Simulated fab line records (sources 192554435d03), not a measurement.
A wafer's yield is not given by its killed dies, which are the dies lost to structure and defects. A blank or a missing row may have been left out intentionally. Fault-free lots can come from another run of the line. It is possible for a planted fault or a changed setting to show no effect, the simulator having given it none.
Which tool is to blame?	flow n5Finfet	route of 1938 steps, sampled at 1 step: 10 lots, 28 wafers

== WHAT EACH GAUGE READ, for each wafer ==
N5_FIN_SAQP_THK_MEAS_07.
lot	measured	on	thkNm (nm)
L697	day 2 10:26	filmMetro-02	59.4 59.4 61.1
L700	day 3 02:56	filmMetro-01	58.5 59.5 60.2
L701	day 3 09:22	filmMetro-01	60.1 59.7 61.2
L703	day 3 22:10	filmMetro-01	59.8 61.0 61.7
L708	day 5 04:01	filmMetro-01	58.7 61.0 60.1
L709	day 5 10:25	filmMetro-01	59.7 60.3 59.6
L710	day 5 16:04	filmMetro-02	59.8 60.0
L711	day 5 22:56	filmMetro-01	59.8 60.0
L715	day 6 22:25	filmMetro-02	58.8 59.7 59.7
L717	day 7 09:32	filmMetro-02	60.6 61.8 59.6

== EACH LOT AND THE TOOL THAT RAN IT (in order: tool; ch and the chambers of the sampled wafers; start) ==
No process step before these readings appears in the record.

== THE ANSWER, worked out from the rows above alone ==
Rule: what is usual is taken from the lots themselves. Put in order of their means at a reading, lots are off if they are a third of the lots or fewer, leave a main group of 4 or more, and stand apart from it by a gap of 3 or more times the standard deviation of the main group's means; of several such gaps the widest counts. The tables above print the reading to a certain number of digits; a main group whose means all agree to those digits is not used. Also off: a lot with no number at a reading for which 4 or more lots have one. Any other lot the step has rows for is counted as sound.
None of the lots is off at any reading shown; this tells nothing.

== WHAT WAS PUT IN BY THE SIMULATOR ==
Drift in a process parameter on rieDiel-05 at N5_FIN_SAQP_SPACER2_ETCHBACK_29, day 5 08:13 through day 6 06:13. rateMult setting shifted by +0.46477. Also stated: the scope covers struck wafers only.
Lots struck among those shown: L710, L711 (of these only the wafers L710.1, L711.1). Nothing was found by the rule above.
